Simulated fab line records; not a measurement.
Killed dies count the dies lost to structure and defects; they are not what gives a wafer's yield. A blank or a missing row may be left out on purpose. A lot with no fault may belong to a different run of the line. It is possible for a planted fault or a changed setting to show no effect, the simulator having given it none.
Chamber matching -- flow n5-finfet -- N5_FIN_SAQP_MANDREL_ETCH_58 on rie-si-01: 4 sister chambers
The step etches a-Si in HBr/Cl2, stops on SiNx, target depth 45 nm, bt time 10 s, time 27 s. 8 wafers are shown with their chamber, then 12 later ones without.

== EACH WAFER AND ITS CHAMBER ==
wafer,chamber,drypump-motor-current-A (A),throttle-valve-pct (%)
L085.1,3,6.6,35.29
L085.4,1,5.9,35.65
L090.2,3,6.6,35.29
L090.4,0,5.8,35.38
L090.5,2,5.9,35.30
L091.2,2,6.0,35.31
L091.5,1,5.9,35.65
L091.6,0,5.8,35.35

== WAFERS MISSING THEIR CHAMBER ==
wafer,drypump-motor-current-A (A),throttle-valve-pct (%)
L094.1,5.8,35.35
L094.4,6.6,35.31
L094.5,5.8,35.36
L096.3,6.6,35.30
L096.4,5.9,35.33
L096.6,5.8,35.36
L097.1,5.8,35.38
L097.2,5.9,35.68
L097.3,6.6,35.31
L097.4,5.9,35.29
L097.5,6.6,35.31
L097.6,5.9,35.30

== CHAMBER TAKEN BY EACH ==
wafer,from the rows above,in truth
L094.1,0,0
L094.4,3,3
L094.5,0,0
L096.3,3,3
L096.4,can't be placed: 2 or 0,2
L096.6,0,0
L097.1,0,0
L097.2,1,1
L097.3,3,3
L097.4,2,2
L097.5,3,3
L097.6,2,2
Correct placement for 11 of the 12. Not placeable from these rows: 1 (in 1, the candidates include the true chamber). 0 placed wrongly.
How it was worked out, from the rows above alone: a wafer's distance from a chamber is the root of the sum, over the readings, of the square of ((its reading less the chamber's mean) divided by the reading's scatter). If the next closest chamber is less than 2 further off than the closest, the wafer can't be placed; otherwise it belongs to the closest. For every chamber, the mean is computed from those of its wafers that are shown. How the scatter is found: for the shown wafers, subtract from each reading the mean of its chamber, square and add these, divide the total by (wafers less chambers), then take the root.
